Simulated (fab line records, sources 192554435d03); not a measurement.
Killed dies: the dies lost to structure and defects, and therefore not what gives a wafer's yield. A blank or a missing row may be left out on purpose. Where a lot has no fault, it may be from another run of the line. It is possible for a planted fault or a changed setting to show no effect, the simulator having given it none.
8D (eight disciplines) problem report, filled in by code    flow n5 finfet    the parts of the form that need people (team, actions taken, sign-off) are left out

== 1. PROBLEM STATEMENT ==
run length s at N5_BEOL_M3_CVD_47 reads a mean of 330.4 s on 1 wafer of 1 lot; wafers without a fault read 246.7 s with a standard deviation of 0.4. So: +99 or more standard deviations from the usual mean.
The step: deposits Co from CCTBA/H2, target thk 3 nm, time 223.8 s.
First seen on wafer L265.6, day 10 14:55, on cvd co-01. Wafers with a number at this step in the record: 30, from 10 lots. Rule for "out" (also "out of limits"): further than 4 standard deviations from the usual mean. Any other wafer with a number is counted as sound.

== 2. WHAT THIS IS AND IS NOT ==
question                     is                 is not
which readings at this step  run length s       -
which lots                   L265               L254, L256, L258, L259, L260, L261, L262, L263, L264
which wafers of those lots   L265.6             L265.4, L265.5
read on which tools          cvd co-01          cvd co-02
when                         from day 10 14:55  up to then (29 sound wafers)

== 3. WHAT RULES OUT EACH SUSPECT ==
Counting: if a tool at a process step up to the reading ran every lot that is out, it stays a suspect. Sound lots after the first of them don't rule it out here, since some wafers of a struck lot are sound.
- pvd sputter-03 at N5_BEOL_M3_DEGAS_44 (time 60 s): kept. It ran the lot that is out, L265 (day 10 14:26); its last sound lot up to then is L262 (day 9 05:58).
- cvd co-01 at N5_BEOL_M3_CVD_47 (deposits Co from CCTBA/H2, target thk 3 nm, time 223.8 s): kept. It ran the lot that is out, L265 (day 10 14:55); its last sound lot up to then is L262 (day 9 06:29). On those wafers its own readings are out: run length s.
- In cvd co-01 at N5_BEOL_M3_CVD_47, the wafers that are out were processed in chamber 1 and their sound lot-mates in chambers 0, 2.
After counting, pvd sputter-03 at N5_BEOL_M3_DEGAS_44 and cvd co-01 at N5_BEOL_M3_CVD_47 remain.

== 4. THE CAUSE (what the simulator had put in) ==
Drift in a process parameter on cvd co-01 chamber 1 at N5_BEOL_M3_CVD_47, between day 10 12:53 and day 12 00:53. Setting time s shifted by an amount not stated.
Counting leaves 2 suspects; this tool is one of them.

== 5. SEQUENCE OF EFFECTS, ordered by route ==
Each row: a reading where the mean over the struck wafers with a number is more than 3 standard deviations away from the usual. Only readings for which the record gives a usual standard deviation are gone through. hours: the time from each lot's start at the first step in this table that gives one to its start at this step, as a median over the lots. sigmas: the change in usual standard deviations.
hours  step               reading       usual    on struck wafers  change  sigmas
0      N5_BEOL_M3_CVD_47  run length s  246.7 s  330.4             +83.7   +99 or more
Its process steps:
- N5_BEOL_M3_CVD_47: deposits Co from CCTBA/H2, target thk 3 nm, time 223.8 s.
Later measuring or inspecting steps at which every struck wafer that the step has a row for has a number for every such reading, and none has moved that far: N5_BEOL_M4_RC_MEAS_101.

== 6. HOW IT WOULD HAVE BEEN CAUGHT EARLIER ==
2 hours passed between the start of the fault at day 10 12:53 and the first reading out of limits in this record, taken at day 10 14:55.
